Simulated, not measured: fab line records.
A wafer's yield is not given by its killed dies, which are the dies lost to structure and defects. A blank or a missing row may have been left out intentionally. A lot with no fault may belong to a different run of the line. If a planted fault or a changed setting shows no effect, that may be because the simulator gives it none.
fab line records	flow n5-finfet
record: lots: 11	wafers: 33	last-day: 17
route steps=1938 shown HKMG_FIN@401 PASSIVATION@1936
lots untouched by any fault: they come from a run of this same line in which no faults occurred
start-h: start of the lot's first displayed wafer, in hours after the record's first day	wait-h: how many hours have passed since the lot's step before this one	" the same as in the row above	L1.1+2: one row covering several wafers at once	- either no value or no given start	* or withheld: withheld	< > ~ a bound
route shown NAME@n: names a module that has steps shown in the file, with the first one's number in the route	usual: mean and standard deviation over wafers with no fault	same: alike in all rows	chamber/n: place in a boat	sites: per-site readings	_std_site: standard deviation of those values	_edge_site: outer sites' mean less inner sites'	radius-mm: for every site, how far away it sits from the centre of the wafer	mask NAME#n: copy n	behind: the most recent tool/chamber to have shaped the wafer	hold: why the lot went on hold/how many hours it stayed there/how the hold came to an end	device: the transistor (n, p or np) that didn't switch	end of line: the same wafers' tests at the end of the route	a step without rows: its recipe alone	killed: dies that structure and defects cost at the first sort, which is not the same as the wafer's yield	map: dies across one wafer; x = killed, . = not, _ = none there
set.NAME: the setting that was run; set.NAME@STEP: the one run at that earlier step	model.NAME: the simulator's own value behind a step, which no gauge read
steps of the route over a sample of lots; a table a step, a row a wafer
services: from which hour (start-h, from the record's first day; less than 0 if before it) a tool's chamber was out of use, for how many hours, and why
== steps ==
step: N5_HKMG_FIN_DESCUM_53
recipe: chemistry: O2	time-s: 7.9	source-power-w: 50	bias-power-w: 20	pressure-mtorr: 20	rf-frequency-hz: 2.712e+07	temp-c: 40	resist: CAR-ArF	o2-flow-sccm: 225
usual: drypump-motor-current-A: 5.65/0.27	oes-product-au: 0.75/0.05	rf-vpp-V: 243.3/1.3	showerhead-plenum-p-Torr: 2.10/0.073	throttle-valve-pct: 20.48/0.22
lot.wafer	tool	chamber	start-h	wait-h	drypump-motor-current-A	oes-product-au	rf-hours-counter-h	rf-vpp-V	showerhead-plenum-p-Torr	throttle-valve-pct
L129.1	rie-diel-02	3	89.38	0.0	5.56	0.75	175	243.6	2.08	20.84
L129.2	"	1	"	"	5.85	0.74	181	246.6	2.17	20.62
L129.3	"	2	"	"	5.40	0.74	190	243.6	2.06	20.19
L132.2	rie-diel-02	0	107.31	0.3	5.61	0.71	191	241.9	2.09	20.39
L132.3	"	2	"	"	5.38	0.73	197	243.4	2.06	20.21
L132.6	"	2	"	"	5.37	0.73	-	243.0	2.06	20.21
L133.1	rie-diel-06	2	113.24	0.0	6.25	0.72	230	241.5	1.97	20.63
L133.3	"	0	"	"	5.79	0.75	151	243.5	2.18	20.51
L133.6	"	1	"	"	5.45	0.75	-	244.0	2.09	20.80
L134.2	rie-diel-02	2	117.57	0.1	5.38	0.73	201	243.4	2.06	20.23
L134.3	"	3	"	"	5.57	0.73	185	242.3	2.08	20.86
L134.5	"	3	"	"	5.55	0.75	-	242.7	2.08	20.86
L135.1	rie-diel-03	2	124.03	0.0	6.05	0.72	203	243.8	2.07	20.20
L135.2	"	0	"	"	5.55	0.79	130	240.1	2.00	20.31
L135.6	"	0	"	"	5.59	0.79	-	242.5	2.00	20.31
L136.2	rie-diel-06	1	133.08	0.1	5.43	0.76	185	243.0	2.09	20.79
L136.3	"	0	"	"	5.80	0.75	159	244.0	2.17	20.50
L136.6	"	1	"	"	5.45	0.75	-	243.5	2.09	20.79
L137.1	rie-diel-03	3	137.20	0.1	5.91	0.89	37	246.7	2.25	20.45
L137.2	"	1	"	"	5.30	0.71	174	243.9	2.17	20.40
L137.3	"	0	"	"	5.54	0.79	134	242.2	2.00	20.33
L139.3	rie-diel-02	0	152.39	0.0	5.57	0.69	209	243.5	2.09	20.43
L139.4	"	2	"	"	5.43	0.73	214	243.7	2.05	20.23
L139.5	"	3	"	"	5.57	0.73	-	243.6	2.08	20.89
L140.1	rie-diel-02	0	154.83	0.0	5.57	0.69	210	244.9	2.09	20.40
L140.4	"	3	"	"	5.56	0.74	200	242.7	2.08	20.87
L140.5	"	1	"	"	5.88	0.73	-	244.2	2.16	20.64
L143.2	rie-diel-02	1	172.66	0.1	5.85	0.72	211	244.5	2.16	20.66
L143.3	"	0	"	"	5.63	0.69	214	242.7	2.08	20.41
L143.6	"	3	"	"	5.57	0.72	-	242.2	2.07	20.90
L148.2	rie-diel-02	1	203.41	0.0	5.87	0.71	221	245.2	2.16	20.68
L148.5	"	2	"	"	5.43	0.71	-	242.9	2.05	20.28
L148.6	"	1	"	"	5.86	0.72	-	243.8	2.16	20.68
step: N5_HKMG_FIN_DESCUM_17
recipe: chemistry: O2	time-s: 7.9	source-power-w: 50	bias-power-w: 20	pressure-mtorr: 20	rf-frequency-hz: 2.712e+07	temp-c: 40	resist: CAR-ArF	o2-flow-sccm: 225
usual: drypump-motor-current-A: 5.7/0.3	oes-product-au: 0.75/0.055	rf-vpp-V: 243.2/1.5	showerhead-plenum-p-Torr: 2.10/0.078	throttle-valve-pct: 20.48/0.22
lot.wafer	tool	chamber	start-h	wait-h	drypump-motor-current-A	oes-product-au	rf-hours-counter-h	rf-vpp-V	showerhead-plenum-p-Torr	throttle-valve-pct
L129.1	rie-diel-02	0	92.74	0.0	5.5	0.72	186	243.3	2.09	20.38
L129.2	"	2	"	"	5.4	0.75	191	242.7	2.06	20.20
L129.3	"	3	"	"	5.5	0.75	176	243.9	2.08	20.84
L132.2	rie-diel-03	0	110.87	0.0	5.6	0.79	125	242.3	2.00	20.33
L132.3	"	1	"	"	5.3	0.72	165	244.8	2.17	20.40
L132.6	"	2	"	"	6.1	0.72	-	242.6	2.07	20.21
L133.1	rie-diel-06	3	116.97	0.0	5.3	0.76	153	240.9	2.01	20.19
L133.3	"	0	"	"	5.8	0.75	153	244.8	2.18	20.50
L133.6	"	2	"	"	6.2	0.72	-	240.6	1.97	20.64
L134.2	rie-diel-02	0	121.19	0.3	5.6	0.71	196	243.2	2.09	20.40
L134.3	"	1	"	"	5.8	0.73	192	244.8	2.17	20.62
L134.5	"	0	"	"	5.6	0.70	-	242.0	2.09	20.39
L135.1	rie-diel-03	3	127.39	0.0	5.9	0.87	34	244.8	2.25	20.43
L135.2	"	1	"	"	5.3	0.71	171	243.4	2.17	20.38
L135.6	"	1	"	"	5.3	0.72	-	244.5	2.17	20.40
L136.2	rie-diel-02	1	136.69	0.3	5.9	0.73	198	243.6	2.16	20.62
L136.3	"	2	"	"	5.4	0.73	208	242.6	2.06	20.24
L136.6	"	1	"	"	5.9	0.73	-	245.4	2.16	20.64
L137.1	rie-diel-02	0	140.66	0.2	5.6	0.70	204	241.7	2.09	20.40
L137.2	"	3	"	"	5.6	0.74	195	242.4	2.08	20.86
L137.3	"	2	"	"	5.4	0.73	209	242.5	2.05	20.22
L139.3	rie-diel-03	2	155.70	0.1	6.1	0.71	214	242.7	2.07	20.24
L139.4	"	1	"	"	5.3	0.71	180	244.1	2.16	20.40
L139.5	"	3	"	"	5.9	0.86	-	244.6	2.24	20.44
L140.1	rie-diel-03	1	158.49	0.2	5.3	0.72	181	246.0	2.16	20.41
L140.4	"	3	"	"	5.9	0.88	45	244.0	2.24	20.43
L140.5	"	0	"	"	5.6	0.78	-	242.4	1.99	20.34
L143.2	rie-diel-06	3	176.03	0.0	5.2	0.76	165	241.2	2.00	20.20
L143.3	"	1	"	"	5.4	0.73	203	242.3	2.08	20.83
L143.6	"	1	"	"	5.4	0.73	-	243.0	2.08	20.83
L148.2	rie-diel-02	0	206.83	0.1	5.6	0.68	225	243.2	2.08	20.41
L148.5	"	3	"	"	5.6	0.72	-	242.9	2.07	20.91
L148.6	"	0	"	"	5.6	0.68	-	244.0	2.08	20.45
step: N5_HKMG_FIN_ALD_91
recipe: material: TiN	target-thk-a: 10	temp-c: 400	ald-precursor-family: TiCl4	ald-co-reactant: NH3	pulse-time-s: 1	purge-time-s: 3	co-reactant-purge-time-s: 2	co-reactant-pulse-time-s: 2	ald-cycles: 47	pressure-torr: 3
usual: ald-cycles: 47/0	heater-power-w: 864/90	precursor-pulse-height-rel: 1.002/0.02
lot.wafer	tool	chamber	start-h	wait-h	ald-cycles	heater-power-w	precursor-pulse-height-rel
L129.1	ald-metal-03	1	93.72	0.3	47	839	1.001
L129.2	"	2	"	"	47	662	1.004
L129.3	"	0	"	"	47	889	0.953
L132.2	ald-metal-03	1	111.85	0.3	47	852	1.002
L132.3	"	3	"	"	47	954	0.998
L132.6	"	0	"	"	47	848	1.027
L133.1	ald-metal-04	1	117.95	0.3	47	909	0.989
L133.3	"	2	"	"	47	808	1.042
L133.6	"	0	"	"	47	1027	1.000
L134.2	ald-metal-01	3	122.18	0.3	47	806	1.006
L134.3	"	0	"	"	47	964	0.978
L134.5	"	2	"	"	47	904	0.972
L135.1	ald-metal-03	0	128.37	0.3	47	874	0.984
L135.2	"	1	"	"	47	831	0.974
L135.6	"	1	"	"	47	840	1.035
L136.2	ald-metal-03	1	137.67	0.3	47	861	0.958
L136.3	"	2	"	"	47	660	1.005
L136.6	"	2	"	"	47	663	1.014
L137.1	ald-metal-01	3	141.65	0.3	47	784	0.979
L137.2	"	0	"	"	47	940	1.003
L137.3	"	2	"	"	47	925	0.980
L139.3	ald-metal-01	1	156.69	0.1	47	867	0.996
L139.4	"	2	"	"	47	869	0.982
L139.5	"	3	"	"	47	788	1.008
L140.1	ald-metal-01	2	159.47	0.3	47	887	0.959
L140.4	"	3	"	"	35	794	1.045
L140.5	"	1	"	"	47	900	0.980
L143.2	ald-metal-04	0	177.01	0.3	47	994	1.043
L143.3	"	2	"	"	47	855	0.978
L143.6	"	1	"	"	47	898	1.001
L148.2	ald-metal-04	1	207.82	0.3	47	899	1.003
L148.5	"	0	"	"	47	1015	1.019
L148.6	"	3	"	"	47	814	0.981
step: N5_HKMG_FIN_ETCHBACK_68
recipe: chemistry: Cl2/Ar	stop-on: HfO2	target-depth-a: 5	pressure-mtorr: 10	icp-w: 600	bias-w: 60	Cl2_flow_sccm: 40	Ar_flow_sccm: 60
usual: bias-w: 60.01/0.17	drypump-motor-current-A: 5.8/0.32	mfc-ar-sccm: 60.02/0.17	oes-product-au: 0.69/0.12	throttle-valve-pct: 20.8/0.35
lot.wafer	tool	chamber	start-h	wait-h	bias-w	drypump-motor-current-A	mfc-ar-sccm	oes-product-au	rf-hours-counter-h	throttle-valve-pct
L129.1	rie-metal-01	0	95.37	0.0	59.83	6.5	60.09	0.62	121	20.9
L129.2	"	1	"	"	60.01	5.6	59.78	0.58	141	21.2
L129.3	"	0	"	"	59.93	6.5	60.32	0.61	-	20.9
L132.2	rie-metal-02	0	113.69	0.0	60.20	5.9	59.58	0.97	1	20.1
L132.3	"	0	"	"	60.15	5.9	59.93	0.97	-	20.1
L132.6	"	0	"	"	60.24	5.8	59.85	0.97	-	20.1
L133.1	rie-metal-03	1	119.65	0.0	60.24	5.6	60.18	0.66	97	20.8
L133.3	"	0	"	"	60.30	5.6	60.39	0.66	-	20.7
L133.6	"	1	"	"	60.17	5.6	60.10	0.66	-	20.8
L134.2	rie-metal-03	1	123.82	0.0	59.94	5.6	59.98	0.66	98	20.8
L134.3	"	1	"	"	60.13	5.6	60.23	0.66	-	20.8
L134.5	"	0	"	"	59.86	5.7	59.85	0.67	-	20.7
L135.1	rie-metal-01	1	130.00	0.0	59.92	5.6	59.99	0.56	144	21.3
L135.2	"	0	"	"	60.09	6.5	60.15	0.61	124	20.9
L135.6	"	1	"	"	60.28	5.6	60.19	0.57	-	21.2
L136.2	rie-metal-01	0	139.45	0.1	60.28	6.5	60.00	0.61	-	20.9
L136.3	"	0	"	"	59.95	6.5	60.02	0.61	-	20.9
L136.6	"	0	"	"	60.27	6.5	60.10	0.61	-	20.9
L137.1	rie-metal-02	1	143.28	0.0	59.99	5.5	59.82	0.60	129	21.2
L137.2	"	0	"	"	60.26	5.9	60.08	0.92	6	20.1
L137.3	"	1	"	"	59.96	5.5	59.92	0.60	-	21.2
L139.3	rie-metal-03	1	158.36	0.1	59.93	5.6	60.28	0.57	-	21.0
L139.4	"	0	"	"	60.01	5.7	59.87	0.66	-	20.7
L139.5	"	0	"	"	59.96	5.7	60.26	0.59	-	20.8
L140.1	rie-metal-02	1	161.21	0.0	60.04	5.5	60.00	0.60	130	21.2
L140.4	"	0	"	"	60.30	5.8	60.25	0.92	-	20.1
L140.5	"	0	"	"	59.94	5.9	60.25	0.92	-	20.1
L143.2	rie-metal-03	0	178.64	0.0	59.89	5.6	60.04	0.66	100	20.7
L143.3	"	1	"	"	59.88	5.6	60.15	0.65	-	20.9
L143.6	"	1	"	"	60.04	5.6	60.15	0.65	-	20.9
L148.2	rie-metal-03	0	209.45	0.0	60.31	5.7	60.10	0.65	103	20.8
L148.5	"	0	"	"	60.06	5.7	59.99	0.65	-	20.7
L148.6	"	1	"	"	60.21	5.6	59.84	0.54	-	21.0
step: N5_PASSIVATION_PROBE_49
usual: killed_at_M0_to_M3: 34/12	killed_at_M4_up: 12/4.9	killed-at-contacts: 13/7.2	killed-at-front-end: 39/12	killed-at-other: 3.7/2.9	killed-dies: 101/18	killed-open: 67/14	killed-short: 33/7.2
same: gross-dies: 1180	killed-at-back-side: 0
lot.wafer	tool	chamber	start-h	wait-h	killed_at_M0_to_M3	killed_at_M4_up	killed-at-contacts	killed-at-front-end	killed-at-other	killed-dies	killed-open	killed-short
L134.2	prober-02	-	329.13	0.1	22	15	11	46	5	99	70	25
L134.3	prober-02	-	329.18	0.1	21	11	6	47	6	91	62	29
L134.5	prober-02	-	329.28	0.2	39	17	5	25	0	86	58	27
L136.2	prober-01	-	339.06	0.1	34	9	10	57	3	113	64	46
L140.4	prober-02	-	362.47	0.2	30	11	9	42	1	93	46	37
killed by level:class
L134.2 FIN_SAQP:geometric-particle:open=16 BEOL_M2:geometric-particle:open=9 MOL_CONTACT_COAG:geometric-particle:open=7 BEOL_M4:geometric-particle:open=5 BEOL_M3:geometric-particle:open=5 DUMMY_GATE:geometric-particle:open=4 ILD0:geometric-particle:short=4 ILD0:geometric-particle:open=4
L134.3 FIN_SAQP:geometric-particle:open=11 FIN_SAQP:geometric-particle:short=9 BEOL_M2:geometric-particle:open=9 BEOL_M4:geometric-particle:open=9 DUMMY_GATE:geometric-particle:open=8 STI_FIN_REVEAL:geometric-particle:open=8 BEOL_M0_SAQP:geometric-particle:short=5 MIM_TOP:geometric-particle:short=4
L134.5 BEOL_M2:geometric-particle:open=12 BEOL_M3:geometric-particle:open=10 BEOL_M0_SAQP:geometric-particle:short=8 FIN_SAQP:geometric-particle:short=7 BEOL_M4:geometric-particle:open=6 MOL_CONTACT_COAG:geometric-particle:open=5 DUMMY_GATE:geometric-particle:open=4 BEOL_M2:geometric-particle:short=4
L136.2 STI_FIN_REVEAL:geometric-particle:open=12 FIN_SAQP:geometric-particle:short=11 BEOL_M0_SAQP:geometric-particle:open=11 BEOL_M0_SAQP:geometric-particle:short=10 MOL_CONTACT_COAG:geometric-particle:open=8 GATE_CUT:geometric-particle:open=6 BEOL_M1:geometric-particle:open=5 FIN_SAQP:geometric-particle:open=4
L140.4 BEOL_M0_SAQP:geometric-particle:short=13 HKMG_FIN:area-ald=8 FIN_SAQP:geometric-particle:open=7 MOL_CONTACT_COAG:geometric-particle:open=7 FIN_SAQP:geometric-particle:short=6 BEOL_M0_SAQP:geometric-particle:open=5 STI_FIN_REVEAL:geometric-particle:open=4 BEOL_M2:geometric-particle:open=4
== services ==
tool	chamber	start-h	hours	kind
rie-metal-02	0	67.34	-	clean
rie-metal-02	0	67.34	32.1	scheduled-down
rie-metal-02	0	67.34	32.1	vent-cycle
rie-diel-02	2	69.19	10.5	repair
ald-metal-04	0	71.63	3.2	repair
rie-metal-02	1	118.02	13.9	repair
rie-diel-06	3	119.33	22.6	repair
ald-metal-01	-	129.77	2.8	pm
rie-metal-01	1	135.54	-	clean
rie-metal-01	1	135.54	17.4	scheduled-down
rie-metal-01	1	135.54	17.4	vent-cycle
rie-diel-02	1	146.47	3.9	repair
ald-metal-04	1	148.48	2.5	repair
ald-metal-01	0	152.00	28.8	repair
rie-diel-06	2	165.55	-	clean
rie-diel-06	2	165.55	-	consumable-replace:focus-ring
rie-diel-06	2	165.55	-	consumable-replace:showerhead
rie-diel-06	2	165.55	25.6	scheduled-down
rie-diel-06	2	165.55	25.6	vent-cycle
rie-metal-03	-	168.61	0.6	repair
rie-metal-01	-	179.17	2.1	repair
rie-diel-02	3	185.18	6.4	repair
ald-metal-01	-	190.92	8.7	pm
ald-metal-01	-	202.60	1.7	repair
== key ==
first-sign: step: N5_HKMG_FIN_ALD_91	reading: ald-cycles	direction: down	sigmas: 99+	usual: *	struck: *
effect none on later readings
met-at N5_HKMG_FIN_ALD_91
struck-lots L140
struck-wafers L140.4
tester-left-out L140
not-acting-at N5_HKMG_FIN_DESCUM_53,N5_HKMG_FIN_DESCUM_17,N5_HKMG_FIN_ETCHBACK_68
onset-between 156.69 159.47
fault: kind: process-parameter-drift	tool: ald-metal-01	chamber: -	onset-h: 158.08	steps: N5_HKMG_FIN_ALD_91	channel: ald-cycles	offset: *	shape: step	end-h: 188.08	scope: struck-wafers-only	acts-in: *	stated: *
tester-left-out: of these lots the tester's yield and bins aren't shown, on N5 and GAA mostly nor the transistor test; their killed dies are dies lost to structure and defects alone, not to doping, threshold or leakage, so they don't give the yield
